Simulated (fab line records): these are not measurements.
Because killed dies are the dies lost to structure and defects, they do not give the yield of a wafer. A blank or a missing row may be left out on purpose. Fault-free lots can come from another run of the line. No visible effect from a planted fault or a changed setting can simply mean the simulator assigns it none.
fab line records -- flow nand-harc
record lots=5, wafers=15, last-day=35
route steps=1302 shown A_STAIRCASE@830 END@1302
lots with no fault: from the same line, run without faults
start-h: start of the lot's first displayed wafer, in hours after the record's first day -- wait-h: how many hours have passed since the lot's step before this one -- " unchanged from the row above -- L1.1+2: a single row standing in for several wafers -- - no value, or no start was given -- * or withheld: withheld -- < > ~ a bound
route shown NAME@n: NAME is a module with steps in the file, n the number in the route of the first one -- usual: average and standard deviation across the fault-free wafers -- same: alike in all rows -- chamber/n: place in a boat -- sites: per-site readings -- _std_site: standard deviation of those values -- _edge_site: the outer-site mean with the inner-site mean subtracted -- radius-mm: for every site, how far away it sits from the centre of the wafer -- mask NAME#n: copy n -- behind: tool/chamber where the wafer was last shaped -- hold: why the lot went on hold/how many hours it stayed there/how the hold came to an end -- device: whichever transistor did not switch (one of n, p or np) -- end of line: tests run on the same wafers once the route is complete -- where a step has no rows: the recipe by itself -- killed: at the first sort, the dies lost to defects and structure; wafer yield is something else -- map: the dies of a wafer, with x for killed, . for not killed, _ for no die there
set.NAME: the run value of the setting; set.NAME@STEP: its run value at that earlier step -- model.NAME: the simulator's own value behind a step, which no gauge read
lots at selected steps of the route; one table per step, one row per wafer
services: from which hour (start-h, from the record's first day; less than 0 if before it) a tool's chamber was out of use, for how many hours, and why
## steps
# step NHARC_A_STAIRCASE_DESCUM_312
# recipe time-s=3, o2-flow-sccm=200, ar-flow-sccm=0, bias-power-w=0, chemistry=O2
# step NHARC_A_STAIRCASE_ETCH_313
# recipe cf4-flow-sccm=100, chf3-flow-sccm=30, ar-flow-sccm=0, rf-w=500, bias-w=200, chemistry=CF4/CHF3
# usual cf4-flow-sccm=100.01/0.29, chamber-pressure-mTorr=25.002/0.025, drypump-motor-current-A=5.8/0.5, oes-product-au=0.936/0.019, rf-vpp-V=369.9/2.2, showerhead-plenum-p-Torr=1.55/0.06, throttle-valve-pct=16.803/0.009
lot.wafer,tool,chamber,start-h,wait-h,cf4-flow-sccm,chamber-pressure-mTorr,drypump-motor-current-A,oes-product-au,rf-hours-counter-h,rf-vpp-V,showerhead-plenum-p-Torr,throttle-valve-pct
L417.1,rie-diel-04,0,411.08,0.1,100.22,25.018,4.6,0.917,19,375.2,1.68,16.812
L417.2,rie-diel-04,1,411.08,0.1,99.86,24.979,4.9,0.923,15,367.6,1.48,16.812
L417.5,rie-diel-04,2,411.08,0.1,100.27,24.978,5.8,0.926,-,369.9,1.54,16.799
L422.3,rie-diel-07,2,451.34,0.1,100.41,24.970,5.9,0.918,57,371.0,1.55,16.788
L422.6,rie-diel-07,0,451.34,0.1,99.70,25.025,6.5,0.938,-,374.8,1.66,16.801
L422.5,rie-diel-07,1,451.34,0.1,99.95,25.001,5.7,0.926,-,368.7,1.54,16.807
L431.2,rie-diel-04,2,558.96,0.1,100.17,24.989,5.7,0.987,5,370.0,1.53,16.795
L431.1,rie-diel-04,0,558.96,0.1,99.42,25.017,4.6,0.963,5,373.5,1.67,16.779
L431.5,rie-diel-04,2,558.96,0.1,100.28,24.998,5.7,0.979,-,369.1,1.53,16.814
L433.1,rie-diel-04,3,579.69,0.1,100.31,24.999,6.2,0.929,11,370.9,1.59,16.806
L433.2,rie-diel-04,0,579.69,0.1,100.20,25.031,4.7,0.934,12,374.8,1.67,16.799
L433.4,rie-diel-04,2,579.69,0.1,99.93,25.020,5.8,0.938,13,367.0,1.52,16.805
L437.4,rie-diel-07,1,628.36,0.1,99.82,25.012,5.7,0.925,43,370.0,1.52,16.787
L437.1,rie-diel-07,3,628.36,0.1,100.53,25.011,6.1,0.937,53,367.5,1.50,16.816
L437.6,rie-diel-07,1,628.36,0.1,99.93,25.030,5.7,0.927,-,368.8,1.52,16.801
# step NHARC_A_STAIRCASE_HM_OPEN_463
# recipe o2-flow-sccm=400, cos-flow-sccm=20, ar-flow-sccm=0, rf-w=500, bias-w=300, chemistry=O2/COS
# usual chamber-pressure-mTorr=20.004/0.018, drypump-motor-current-A=5.8/0.49, oes-product-au=1.001/0.0079, rf-vpp-V=466.2/2.6, showerhead-plenum-p-Torr=3.07/0.12, throttle-valve-pct=28.330/0.0088
lot.wafer,tool,chamber,start-h,wait-h,chamber-pressure-mTorr,drypump-motor-current-A,oes-product-au,rf-hours-counter-h,rf-vpp-V,showerhead-plenum-p-Torr,throttle-valve-pct
L417.1,rie-diel-04,0,-,-,19.992,4.6,0.988,19,473.4,3.33,28.311
L417.2,rie-diel-04,1,-,-,20.000,4.9,1.001,15,464.3,2.93,28.314
L417.5,rie-diel-04,2,-,-,19.985,5.8,0.999,-,466.9,3.05,28.313
L422.3,rie-diel-07,2,-,-,20.011,5.9,0.994,57,465.9,3.08,28.322
L422.5,rie-diel-07,2,-,-,20.012,5.9,0.990,-,466.8,3.08,28.319
L422.6,rie-diel-07,3,-,-,20.008,6.1,0.996,-,463.7,3.00,28.323
L431.2,rie-diel-04,3,-,-,19.998,6.2,1.016,5,468.8,3.16,28.314
L431.1,rie-diel-04,0,-,-,20.011,4.6,1.015,5,472.0,3.31,28.329
L431.5,rie-diel-04,3,-,-,20.003,6.2,1.004,-,467.5,3.16,28.333
L433.2,rie-diel-04,3,-,-,19.983,6.2,1.004,12,467.4,3.16,28.324
L433.4,rie-diel-04,1,-,-,20.018,4.9,1.000,13,461.4,2.90,28.340
L433.1,rie-diel-04,2,-,-,20.007,5.7,0.995,13,465.0,3.02,28.328
L437.4,rie-diel-07,1,-,-,20.012,5.7,1.003,43,463.9,3.03,28.331
L437.1,rie-diel-07,3,-,-,19.973,6.1,1.009,53,464.2,2.97,28.329
L437.6,rie-diel-07,0,-,-,20.032,6.5,1.017,-,469.4,3.26,28.327
# step NHARC_A_STAIRCASE_STRIP_464
# recipe o2-flow-sccm=400, cos-flow-sccm=20, ar-flow-sccm=0, bias-w=0, chemistry=O2/COS
# step NHARC_A_STAIRCASE_ETCH_453
# recipe target-depth-a=300, overetch-a=30, time-s=16.5, ion-energy-ev=100, cf4-flow-sccm=80, o2-flow-sccm=20, ar-flow-sccm=0, rf-w=300, bias-w=100, chemistry=CF4/O2
# step NHARC_A_STAIRCASE_ETCH_315
# recipe target-depth-a=25000, time-s=607.1, ion-energy-ev=800, c4f8-flow-sccm=80, o2-flow-sccm=60, ar-flow-sccm=withheld, rf-w=600, bias-w=3000, chemistry=C4F8/O2/Ar
# step NHARC_A_STAIRCASE_STRIP_316
# recipe o2-flow-sccm=500, ar-flow-sccm=0, bias-w=0, chemistry=O2
# usual chamber-pressure-mTorr=59.99/0.052, drypump-motor-current-A=5.8/0.52, oes-product-au=1.002/0.007, rf-vpp-V=57.6/1, showerhead-plenum-p-Torr=3.48/0.14, throttle-valve-pct=17.036/0.008
lot.wafer,tool,chamber,start-h,wait-h,chamber-pressure-mTorr,drypump-motor-current-A,oes-product-au,rf-hours-counter-h,rf-vpp-V,showerhead-plenum-p-Torr,throttle-valve-pct
L417.1,rie-diel-04,0,-,-,60.03,4.6,0.992,19,58.2,3.76,17.036
L417.2,rie-diel-04,2,-,-,60.08,5.8,0.996,14,58.0,3.45,17.024
L417.5,rie-diel-04,1,-,-,59.96,5.0,0.997,-,58.0,3.31,17.046
L422.3,rie-diel-07,3,-,-,60.03,6.1,0.998,56,58.2,3.40,17.043
L422.5,rie-diel-07,0,-,-,60.07,6.5,1.002,-,58.6,3.71,17.042
L422.6,rie-diel-07,1,-,-,59.98,5.7,1.004,-,56.5,3.45,17.047
L431.2,rie-diel-04,2,-,-,60.00,5.8,1.003,5,57.1,3.42,17.033
L431.1,rie-diel-04,3,-,-,59.98,6.2,1.010,5,58.8,3.57,17.026
L431.5,rie-diel-04,0,-,-,59.94,4.6,1.004,-,58.7,3.74,17.044
L433.4,rie-diel-04,2,-,-,60.03,5.8,0.990,13,56.8,3.42,17.039
L433.2,rie-diel-04,3,-,-,60.00,6.2,0.997,12,58.7,3.57,17.031
L433.1,rie-diel-04,0,-,-,60.00,4.6,0.999,12,58.9,3.73,17.037
L437.4,rie-diel-07,2,-,-,60.04,5.9,1.002,45,57.6,3.45,17.045
L437.1,rie-diel-07,3,-,-,59.95,6.1,1.005,53,57.1,3.36,17.032
L437.6,rie-diel-07,1,-,-,60.00,5.7,1.015,-,57.8,3.42,17.031
# step NHARC_A_STAIRCASE_STRIP_317
# recipe time-s=900, temp-c=130, chemistry=SPM
# step NHARC_A_STAIRCASE_PRECLEAN_318
# recipe time-s=*, temp-c=50, bath-age-min=0, chemistry=SC1
# step NHARC_A_STAIRCASE_SRD_329
# step NHARC_A_STAIRCASE_ALD_415
# recipe target-thk-a=300, pulse-time-s=6, ald-cycles=300, temp-c=300, material=SiO2
# usual heater-power-w=478/45, precursor-pulse-height-rel=0.999/0.019
lot.wafer,tool,chamber,start-h,wait-h,heater-power-w,precursor-pulse-height-rel
L417.2,ald-hk-03,3,412.84,0.1,430,0.984
L417.1,ald-hk-03,1,412.84,0.1,522,0.981
L417.5,ald-hk-03,3,412.84,0.1,431,1.003
L422.3,ald-hk-02,2,453.33,0.3,517,0.987
L422.6,ald-hk-02,1,453.33,0.3,481,1.018
L422.5,ald-hk-02,2,453.33,0.3,527,1.018
L431.1,ald-hk-01,1,560.96,0.3,562,1.009
L431.2,ald-hk-01,3,560.96,0.3,439,1.001
L431.5,ald-hk-01,0,560.96,0.3,451,1.026
L433.1,ald-hk-02,1,581.46,0.1,457,0.987
L433.4,ald-hk-02,2,581.46,0.1,514,0.971
L433.2,ald-hk-02,0,581.46,0.1,517,0.984
L437.4,ald-hk-02,1,630.12,0.1,457,1.003
L437.1,ald-hk-02,3,630.12,0.1,450,1.013
L437.6,ald-hk-02,1,630.12,0.1,474,0.993
# step NHARC_A_STAIRCASE_ETCHBACK_416
# recipe target-depth-a=360, time-s=7.2, c4f8-flow-sccm=withheld, o2-flow-sccm=8, ar-flow-sccm=withheld, rf-w=600, bias-w=800, chemistry=C4F8/O2/Ar
# usual chamber-pressure-mTorr=24.995/0.022, oes-product-au=0.933/0.022, rf-vpp-V=721/4.1
lot.wafer,tool,chamber,start-h,wait-h,chamber-pressure-mTorr,oes-product-au,rf-hours-counter-h,rf-vpp-V
L417.1,rie-diel-04,0,414.94,-,24.998,0.914,19,730
L417.2,rie-diel-04,3,414.94,-,24.984,0.927,19,726
L417.5,rie-diel-04,0,414.94,-,24.973,0.917,-,730
L422.3,rie-diel-10,0,455.19,-,25.023,0.929,5,722
L422.6,rie-diel-10,2,455.19,-,24.980,0.943,-,717
L422.5,rie-diel-10,3,455.19,-,25.021,0.926,-,719
L431.1,rie-diel-10,3,562.82,-,24.956,0.921,39,719
L431.2,rie-diel-10,0,562.82,-,24.959,0.802,44,724
L431.5,rie-diel-10,2,562.82,-,25.007,0.921,-,716
L433.2,rie-diel-07,0,583.54,-,24.973,0.934,24,728
L433.4,rie-diel-07,1,583.54,-,24.997,0.922,27,719
L433.1,rie-diel-07,2,583.54,-,25.029,0.924,30,722
L437.1,rie-diel-07,3,632.18,-,25.001,0.931,53,718
L437.4,rie-diel-07,1,632.18,-,24.935,0.930,44,719
L437.6,rie-diel-07,3,632.18,-,25.017,0.942,-,719
# step NHARC_A_STAIRCASE_STRIP_476
# recipe time-s=20, o2-flow-sccm=500, ar-flow-sccm=0, bias-w=0, chemistry=O2
# usual chamber-pressure-mTorr=60.00/0.052, drypump-motor-current-A=5.7/0.5, oes-product-au=1.001/0.0062, rf-vpp-V=57.6/0.94, showerhead-plenum-p-Torr=3.46/0.13, throttle-valve-pct=17.036/0.0096
lot.wafer,tool,chamber,start-h,wait-h,chamber-pressure-mTorr,drypump-motor-current-A,oes-product-au,rf-hours-counter-h,rf-vpp-V,showerhead-plenum-p-Torr,throttle-valve-pct
L417.2,rie-diel-04,1,415.03,0.1,59.96,4.9,0.993,15,56.5,3.31,17.048
L417.1,rie-diel-04,3,415.03,0.1,59.97,6.2,0.995,19,57.4,3.60,17.045
L417.5,rie-diel-04,2,415.03,0.1,60.03,5.8,0.996,-,56.8,3.45,17.052
L422.3,rie-diel-10,3,455.27,0.1,59.96,5.6,1.002,4,58.3,3.40,17.034
L422.5,rie-diel-10,0,455.27,0.1,60.01,6.2,1.007,-,58.2,3.53,17.025
L422.6,rie-diel-10,1,455.27,0.1,59.96,5.2,0.999,-,57.6,3.41,17.049
L431.1,rie-diel-10,3,562.89,0.1,60.03,5.6,0.986,39,57.8,3.38,17.014
L431.2,rie-diel-10,2,562.89,0.1,59.99,6.0,1.003,45,57.9,3.30,17.042
L431.5,rie-diel-10,0,562.89,0.1,60.09,6.3,1.009,-,57.8,3.51,17.047
L433.2,rie-diel-07,3,583.63,0.1,60.00,6.2,1.002,34,56.7,3.37,17.025
L433.4,rie-diel-07,0,583.63,0.1,59.98,6.5,1.004,24,58.0,3.69,17.030
L433.1,rie-diel-07,1,583.63,0.1,59.94,5.7,0.997,27,58.3,3.43,17.034
L437.4,rie-diel-07,2,632.26,0.1,59.92,5.9,0.992,46,57.1,3.45,17.056
L437.1,rie-diel-07,1,632.26,0.1,59.96,5.7,1.003,44,56.9,3.42,17.045
L437.6,rie-diel-07,3,632.26,0.1,60.00,6.1,1.001,-,59.2,3.36,17.044
# step NHARC_END_SORT_01
# recipe temp-c=25
# usual killed-at-array=44/16, killed-at-other=0.6/1.1, killed-at-periphery=3.9/2.6, killed-dies=48/16, killed-open=3.1/1.9, killed-short=2.4/1.8
# same gross-dies=677
lot.wafer,tool,chamber,start-h,wait-h,hold,killed-at-array,killed-at-other,killed-at-periphery,killed-dies,killed-open,killed-short
L417.1,prober-02,0,583.78,2.5,-,16,0,0,16,1,1
L417.2,prober-02,0,584.58,2.8,-,15,0,1,16,4,1
L417.5,prober-02,0,587.00,3.7,-,29,0,3,32,2,3
L422.3,prober-02,0,625.65,3.1,-,67,0,1,68,2,4
L422.5,prober-02,0,627.26,3.7,-,77,1,2,80,3,1
L422.6,prober-02,0,628.07,4.0,-,54,0,3,57,6,0
L431.1,prober-02,0,734.79,2.5,await-dispo/2.9h/release,24,1,4,29,3,2
L431.2,prober-02,0,735.59,2.8,await-dispo/2.9h/release,674,0,3,677,3,5
L431.5,prober-02,0,737.99,3.7,await-dispo/2.9h/release,34,0,3,37,3,1
L433.1,prober-01,0,759.35,2.5,-,47,5,2,54,3,1
L433.2,prober-01,0,760.15,2.8,-,44,2,1,47,1,3
L433.4,prober-01,0,761.74,3.4,-,46,0,2,48,5,2
L437.1,prober-01,0,825.15,2.5,-,44,0,4,48,1,0
L437.4,prober-01,0,827.55,3.4,-,47,0,0,47,2,0
L437.6,prober-01,0,829.16,4.0,-,44,0,2,46,1,2
# killed by level:class
L417.1 A_CHANNEL_HOLE_D2:chamber-film-flake=7 A_CONTACT:chamber-film-flake=4 A_CHANNEL_HOLE_D2:geometric-particle:open=1 A_WL_FILL:geometric-particle:short=1 A_CHANNEL_FILL_D1:chamber-film-flake=1 A_WL_FILL:chamber-film-flake=1 A_CONTACT:unspecified=1
L417.2 A_CHANNEL_HOLE_D2:chamber-film-flake=6 A_CONTACT:geometric-particle:open=2 A_CONTACT:chamber-film-flake=2 P_CONTACT:geometric-particle:open=1 A_ONON_D1:geometric-particle:open=1 A_CHANNEL_FILL_D1:geometric-particle:short=1 A_CHANNEL_HOLE_D1:chamber-film-flake=1 A_CHANNEL_FILL_D2:chamber-film-flake=1
L417.5 A_CHANNEL_HOLE_D2:chamber-film-flake=9 A_CHANNEL_FILL_D1:chamber-film-flake=4 A_CONTACT:unspecified=4 A_CONTACT:chamber-film-flake=4 A_CHANNEL_HOLE_D1:chamber-film-flake=3 P_GATE:geometric-particle:short=1 P_M1:geometric-particle:open=1 A_CHANNEL_FILL_D1:geometric-particle:open=1
L422.3 A_CHANNEL_HOLE_D2:chamber-film-flake=25 A_CHANNEL_HOLE_D1:chamber-film-flake=17 A_CONTACT:chamber-film-flake=9 A_STAIRCASE:chamber-film-flake=6 A_SGD_CUT:chamber-film-flake=2 A_ONON_D1:geometric-particle:short=1 A_CHANNEL_FILL_D2:geometric-particle:short=1 A_SGD_CUT:geometric-particle:short=1
L422.5 A_CHANNEL_HOLE_D2:chamber-film-flake=28 A_CHANNEL_HOLE_D1:chamber-film-flake=24 A_CONTACT:chamber-film-flake=9 A_STAIRCASE:chamber-film-flake=5 A_SGD_CUT:chamber-film-flake=2 A_M0:chamber-film-flake=2 A_ONON_D1:geometric-particle:short=1 A_CHANNEL_HOLE_D2:geometric-particle:open=1
L422.6 A_CHANNEL_HOLE_D2:chamber-film-flake=16 A_CHANNEL_HOLE_D1:chamber-film-flake=11 A_CONTACT:chamber-film-flake=7 A_STAIRCASE:chamber-film-flake=6 A_M0:chamber-film-flake=5 A_WL_FILL:chamber-film-flake=3 A_CHANNEL_FILL_D1:geometric-particle:open=2 A_CHANNEL_FILL_D2:geometric-particle:open=2
L431.1 A_SLIT:chamber-film-flake=15 A_CONTACT:chamber-film-flake=4 A_CHANNEL_HOLE_D1:chamber-film-flake=2 P_STI:geometric-particle:short=1 P_CONTACT:geometric-particle:open=1 P_M1:geometric-particle:open=1 A_CHANNEL_FILL_D1:geometric-particle:open=1 A_CONTACT:geometric-particle:short=1
L431.2 A_STAIRCASE:area-etchback=633 A_SLIT:chamber-film-flake=17 A_STAIRCASE:chamber-film-flake=6 A_DECK1_JOINT:chamber-film-flake=4 A_CONTACT:chamber-film-flake=3 A_CHANNEL_HOLE_D1:chamber-film-flake=2 A_SOURCE_PLATE:geometric-particle:open=1 A_CHANNEL_FILL_D1:geometric-particle:open=1
L431.5 A_SLIT:chamber-film-flake=17 A_STAIRCASE:chamber-film-flake=5 A_CONTACT:chamber-film-flake=4 P_STI:chamber-film-flake=3 A_CHANNEL_HOLE_D1:chamber-film-flake=3 A_CHANNEL_FILL_D1:geometric-particle:open=1 A_ONON_D2:geometric-particle:open=1 A_WL_FILL:geometric-particle:open=1
L433.1 A_CHANNEL_HOLE_D2:chamber-film-flake=17 A_CHANNEL_HOLE_D1:chamber-film-flake=12 A_CONTACT:chamber-film-flake=7 THIN_TSV:chamber-film-flake=5 A_SLIT:chamber-film-flake=3 P_GATE:chamber-film-flake=2 A_WL_FILL:chamber-film-flake=2 A_DECK1_JOINT:geometric-particle:open=1
L433.2 A_CHANNEL_HOLE_D2:chamber-film-flake=12 A_CONTACT:chamber-film-flake=12 A_CHANNEL_HOLE_D1:chamber-film-flake=9 A_SLIT:chamber-film-flake=6 THIN_TSV:chamber-film-flake=2 P_CONTACT:geometric-particle:open=1 A_CHANNEL_FILL_D1:geometric-particle:short=1 A_CHANNEL_FILL_D2:geometric-particle:short=1
L433.4 A_CHANNEL_HOLE_D2:chamber-film-flake=15 A_CHANNEL_HOLE_D1:chamber-film-flake=9 A_CONTACT:chamber-film-flake=7 A_SLIT:chamber-film-flake=5 A_STAIRCASE:chamber-film-flake=3 A_WL_FILL:geometric-particle:open=2 A_DECK1_JOINT:chamber-film-flake=2 P_GATE:geometric-particle:open=1
L437.1 A_SLIT:chamber-film-flake=17 A_CHANNEL_HOLE_D1:chamber-film-flake=9 A_CONTACT:chamber-film-flake=7 A_WL_FILL:chamber-film-flake=4 P_ZERO_WELL:chamber-film-flake=3 A_CHANNEL_HOLE_D2:chamber-film-flake=2 A_STAIRCASE:chamber-film-flake=2 A_BONDPAD:chamber-film-flake=2
L437.4 A_SLIT:chamber-film-flake=18 A_CHANNEL_HOLE_D1:chamber-film-flake=13 A_CHANNEL_HOLE_D2:chamber-film-flake=5 A_CONTACT:chamber-film-flake=5 A_WL_FILL:chamber-film-flake=4 A_ONON_D2:geometric-particle:open=1 A_CONTACT:geometric-particle:open=1
L437.6 A_SLIT:chamber-film-flake=18 A_CONTACT:chamber-film-flake=9 A_CHANNEL_HOLE_D1:chamber-film-flake=8 A_CHANNEL_HOLE_D2:chamber-film-flake=3 A_ONON_D1:geometric-particle:short=2 P_GATE:chamber-film-flake=2 A_WL_FILL:chamber-film-flake=2 A_M0:geometric-particle:open=1
# map L431.2 (x killed, . not)
____________x____________
_________xxxxxxx_________
_______xxxxxxxxxxx_______
______xxxxxxxxxxxxx______
_____xxxxxxxxxxxxxxx_____
____xxxxxxxxxxxxxxxxx____
____xxxxxxxxxxxxxxxxx____
___xxxxxxxxxxxxxxxxxxx___
___xxxxxxxxxxxxxxxxxxx___
__xxxxxxxxxxxxxxxxxxxxx__
__xxxxxxxxxxxxxxxxxxxxx__
_xxxxxxxxxxxxxxxxxxxxxxx_
_xxxxxxxxxxxxxxxxxxxxxxx_
_xxxxxxxxxxxxxxxxxxxxxxx_
_xxxxxxxxxxxxxxxxxxxxxxx_
_xxxxxxxxxxxxxxxxxxxxxxx_
xxxxxxxxxxxxxxxxxxxxxxxxx
xxxxxxxxxxxxxxxxxxxxxxxxx
xxxxxxxxxxxxxxxxxxxxxxxxx
xxxxxxxxxxxxxxxxxxxxxxxxx
xxxxxxxxxxxxxxxxxxxxxxxxx
_xxxxxxxxxxxxxxxxxxxxxxx_
_xxxxxxxxxxxxxxxxxxxxxxx_
_xxxxxxxxxxxxxxxxxxxxxxx_
_xxxxxxxxxxxxxxxxxxxxxxx_
_xxxxxxxxxxxxxxxxxxxxxxx_
__xxxxxxxxxxxxxxxxxxxxx__
__xxxxxxxxxxxxxxxxxxxxx__
___xxxxxxxxxxxxxxxxxxx___
___xxxxxxxxxxxxxxxxxxx___
____xxxxxxxxxxxxxxxxx____
____xxxxxxxxxxxxxxxxx____
_____xxxxxxxxxxxxxxx_____
______xxxxxxxxxxxxx______
_______xxxxxxxxxxx_______
_________xxxxxxx_________
____________x____________
# map L422.5 (x killed, . not)
____________.____________
_________......._________
_______..........._______
______.............______
_____..............._____
____.......x..x..x...____
____.....x......x....____
___...................___
___...................___
__.....................__
__..........x..........__
_......x................_
_....x.x.x...........x.._
_...x.xx.xx............._
_....xxxx.xx............_
_..x.xxxxxx............._
...xxxxxxxx.......x......
x.x.xxxxxx..x............
....xxxxxx.....xx...x....
....x.xx..x..............
....xxx..........x...x...
_....xx...x............._
_......................._
_......................._
_......x................_
_.x..............x......_
__.....................__
__............x........__
___.......x...........___
___...................___
____....x............____
____x.............x..____
_____.x............._____
______.............______
_______.......x..._______
_________.x..x.._________
____________.____________
## services
tool,chamber,start-h,hours,kind
rie-diel-04,0,389.01,-,clean
rie-diel-04,1,389.01,-,clean
rie-diel-04,2,389.01,-,clean
rie-diel-04,3,389.01,-,clean
ald-hk-03,-,391.20,10.0,pm
rie-diel-07,1,408.63,3.9,repair
rie-diel-07,3,411.93,19.5,repair
rie-diel-04,0,413.51,-,clean
rie-diel-04,1,413.51,-,clean
rie-diel-04,2,413.51,-,clean
rie-diel-04,3,413.51,-,clean
rie-diel-07,-,468.92,0.6,repair
rie-diel-07,-,471.23,9.0,pm
ald-hk-01,-,475.62,10.0,pm
rie-diel-04,0,488.14,4.4,repair
rie-diel-04,1,492.65,4.0,repair
ald-hk-02,-,527.63,10.0,pm
rie-diel-04,-,532.41,9.0,pm
rie-diel-07,-,550.42,0.9,repair
rie-diel-07,0,562.55,12.0,repair
ald-hk-03,-,569.36,10.0,pm
ald-hk-03,-,590.78,1.5,repair
rie-diel-10,-,596.59,9.0,pm
ald-hk-02,-,604.70,1.6,repair
## key
first-sign step=NHARC_A_STAIRCASE_ETCHBACK_416, reading=oes-product-au, direction=down, sigmas=6.1, usual=0.933, struck=0.802
effect step=NHARC_END_SORT_01, reading=killed-at-array, direction=up, sigmas=40, usual=44, struck=674
more-kills-born-at NHARC_A_STAIRCASE_ETCHBACK_416@rie-diel-10=633
met-at NHARC_A_STAIRCASE_ETCHBACK_416
struck-wafers L431.2
later-rows-left-out L431.2
tester-left-out L431
onset-between 455.19 562.82
fault kind=process-parameter-drift, tool=rie-diel-10, chamber=0, onset-h=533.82, steps=NHARC_A_STAIRCASE_ETCHBACK_416, channel=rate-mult, offset=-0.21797, shape=step, end-h=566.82
# tester-left-out: of these lots the tester's yield and bins aren't shown, on N5 and GAA mostly nor the transistor test; their killed dies are dies lost to structure and defects alone, not to doping, threshold or leakage, so they don't give the yield
# later-rows-left-out: the simulator's readings of these wafers behind a module that went badly wrong aren't trusted and aren't shown, but for the sort
